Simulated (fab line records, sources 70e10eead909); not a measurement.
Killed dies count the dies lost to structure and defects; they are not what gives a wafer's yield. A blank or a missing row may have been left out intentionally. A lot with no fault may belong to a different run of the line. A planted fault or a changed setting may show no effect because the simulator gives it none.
Chamber matching + flow nand-harc + NHARC_P_CONTACT_STRIP_28 on rie-diel-07: 3 sister chambers
The step strips in O2. 16 wafers are shown with their chamber, then 5 later ones without.

## WAFERS WITH THEIR CHAMBER
| wafer  | chamber | drypump-motor-current-A (A) | rf-vpp-V (V) | oes-product-au (a.u.) |
|--------|---------|-----------------------------|--------------|-----------------------|
| L074.1 | 1       | 5.8                         | 57.8         | 0.998                 |
| L074.2 | 2       | 6.1                         | 57.7         | 0.982                 |
| L074.4 | 3       | 6.5                         | 58.2         | 0.999                 |
| L075.3 | 3       | 6.5                         | 59.3         | 1.003                 |
| L075.5 | 1       | 5.9                         | 58.0         | 1.016                 |
| L075.6 | 2       | 6.1                         | 57.6         | 0.989                 |
| L076.4 | 2       | 6.1                         | 57.8         | 1.000                 |
| L076.5 | 2       | 6.1                         | 57.5         | 1.000                 |
| L076.6 | 3       | 6.5                         | 58.2         | 1.013                 |
| L078.1 | 2       | 6.1                         | 58.4         | 0.994                 |
| L078.2 | 1       | 5.9                         | 57.4         | 1.000                 |
| L078.4 | 3       | 6.5                         | 57.0         | 0.988                 |
| L084.2 | 2       | 6.1                         | 57.9         | 1.011                 |
| L084.5 | 3       | 6.5                         | 58.1         | 1.008                 |
| L084.6 | 2       | 6.1                         | 59.9         | 1.004                 |
| L083.2 | 3       | 6.5                         | 58.9         | 1.007                 |

SIGNATURES (averages over the wafers above)
| reading                 | chamber 1 | chamber 2 | chamber 3 | scatter within a chamber |
|-------------------------|-----------|-----------|-----------|--------------------------|
| drypump-motor-current-A | 5.867     | 6.100     | 6.500     | 0.0226                   |
| rf-vpp-V                | 57.733    | 58.114    | 58.283    | 0.761                    |
| oes-product-au          | 1.00467   | 0.99714   | 1.00300   | 0.00935                  |
Rule: for a wafer and a chamber, the distance is found by dividing, reading by reading, the gap between the wafer's reading and the chamber's mean by the reading's scatter, squaring, summing and taking the root. The wafer belongs to the nearest chamber; if the next one is less than 2 further off, it can't be placed. The scatter: the root of (the sum of the squares of (reading less its chamber's mean) over the shown wafers, divided by (wafers less chambers)).

## WAFERS MISSING THEIR CHAMBER
| wafer  | drypump-motor-current-A (A) | rf-vpp-V (V) | oes-product-au (a.u.) |
|--------|-----------------------------|--------------|-----------------------|
| L083.3 | 6.1                         | 57.2         | 1.009                 |
| L086.2 | 6.5                         | 60.0         | 1.003                 |
| L086.5 | 5.9                         | 59.1         | 1.006                 |
| L097.1 | 6.1                         | 58.2         | 0.977                 |
| L097.4 | 5.8                         | 58.2         | 1.009                 |

## EACH ONE'S CHAMBER
| wafer  | from the rows above | in truth |
|--------|---------------------|----------|
| L083.3 | 2                   | 2        |
| L086.2 | 3                   | 3        |
| L086.5 | 1                   | 1        |
| L097.1 | 2                   | 2        |
| L097.4 | 1                   | 1        |
Placed correctly: 5 of 5. Not placeable from these rows: 0. Placed wrongly: 0.
